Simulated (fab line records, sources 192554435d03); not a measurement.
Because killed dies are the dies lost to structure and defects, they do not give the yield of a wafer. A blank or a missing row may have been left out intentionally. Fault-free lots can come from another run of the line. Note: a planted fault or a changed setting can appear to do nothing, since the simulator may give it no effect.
A lot that was struck, set against a sound lot / flow n5Finfet / 15 out of 1938 route steps
Sound: these wafers, L554.1, L554.3, L554.4. Struck: wafers L568.3, L568.6. (L568.2 of the same lot was not struck and is left out.) The cause comes at the end.
At each step with rows: each side's tool, then ch and its chambers, then its first start. Under that, the readings that differ: sound wafers / struck wafers / difference of the means / sigmas: that difference in standard deviations of wafers without a fault.
alike: readings with means less than 2 such deviations apart, plus words and numbers identical on both sides. not compared: withheld readings, readings lacking a value on some wafer, bounds such as >300 that could conceal the same value, and numbers that have no deviation in the record and whose values overlap.
The two part at a step that has a row with sigmas, a row that says differs or no value, or rows on one side only. Non-overlapping numbers with no deviation appear without sigmas and do not part them. A reading that every wafer of one side lacks parts them only if that side has two wafers or more.

N5_BEOL_M5_SPUTTER_81: material Cu, target thk 15 nm, time 27.62 s.
  sound on pvdSputter-03 at day 9 17:43; struck on pvdSputter-02 at day 14 13:14
  alike: throttleValvePct
then, 1 step without rows for these wafers: N5_BEOL_M5_ANNEAL_82 (time 1800 s).
N5_BEOL_M5_SPUTTER_83: material Cu, target thk 15 nm, time 27.62 s.
  sound on pvdSputter-03 at day 9 18:48; struck on pvdSputter-02 at day 14 14:20
  alike: throttleValvePct
then, 3 steps without rows for these wafers: N5_BEOL_M5_ANNEAL_84 (time 1800 s); N5_BEOL_M5_SPUTTER_88 (material Cu, target thk 15 nm, time 27.62 s); N5_BEOL_M5_ANNEAL_89 (time 1800 s).
N5_BEOL_M5_SPUTTER_90: material Cu, target thk 4.5 nm, time 8.29 s.
  sound on pvdSputter-03 at day 9 20:58; struck on pvdSputter-02 at day 14 16:30
  alike: throttleValvePct
then, 1 step without rows for these wafers: N5_BEOL_M5_ECD_50 (material Cu, target thk 300 nm).
N5_BEOL_M5_ANNEAL_51: time 90 s.
  sound on rtpAnneal-02 ch 0, day 9 21:13; struck on rtpAnneal-01 ch 0, day 14 16:45
  alike: wafer_temp_C_max
then, 1 step without rows for these wafers: N5_BEOL_M5_CMP_52 (polishes, stops on SiCOH lowk, t overpolish 6.9 s, target thk 62 nm).
N5_BEOL_M5_THK_MEAS_53: measures by xrf.
  sound on filmMetro-02 at day 9 22:51; struck on filmMetro-02 at day 14 17:18
  alike: M5_THK
N5_BEOL_M5_PRE_CLEAN_77: time 15 s.
  sound on cvdCo-02 ch 0,1, day 9 23:07; struck on cvdCo-02 ch 2, day 14 17:20
  alike: heaterPowerW
N5_BEOL_M5_CO_CAP_78: material Co, precursor CCTBA/H2, target thk 2 nm, time 102.1 s.
  sound on cvdCo-02 ch 0,1, day 9 23:10; struck on cvdCo-02 ch 2, day 14 17:22
reading=runLengthS (s); sound=124.2 124.4 124.5; struck=66.3 65.6; difference=-58.4; sigmas=-90
reading=model.Co_of_BEOL_M5_CO_CAP_78.thkNm (nm); sound=2.2 2.2 2.2; struck=0.8 0.8; difference=-1.4; sigmas=
  alike: heaterPowerW
then, 2 steps without rows for these wafers: N5_BEOL_M5_PRE_CLEAN_55 (time 15 s); N5_PASSIVATION_PROBE_49.

## WHERE THEY PART
Only at N5_BEOL_M5_CO_CAP_78, as far as this record shows.

WHY: what had been put in by the simulator
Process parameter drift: cvdCo-02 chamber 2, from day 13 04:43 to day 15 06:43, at N5_BEOL_M5_CO_CAP_78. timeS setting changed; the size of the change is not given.
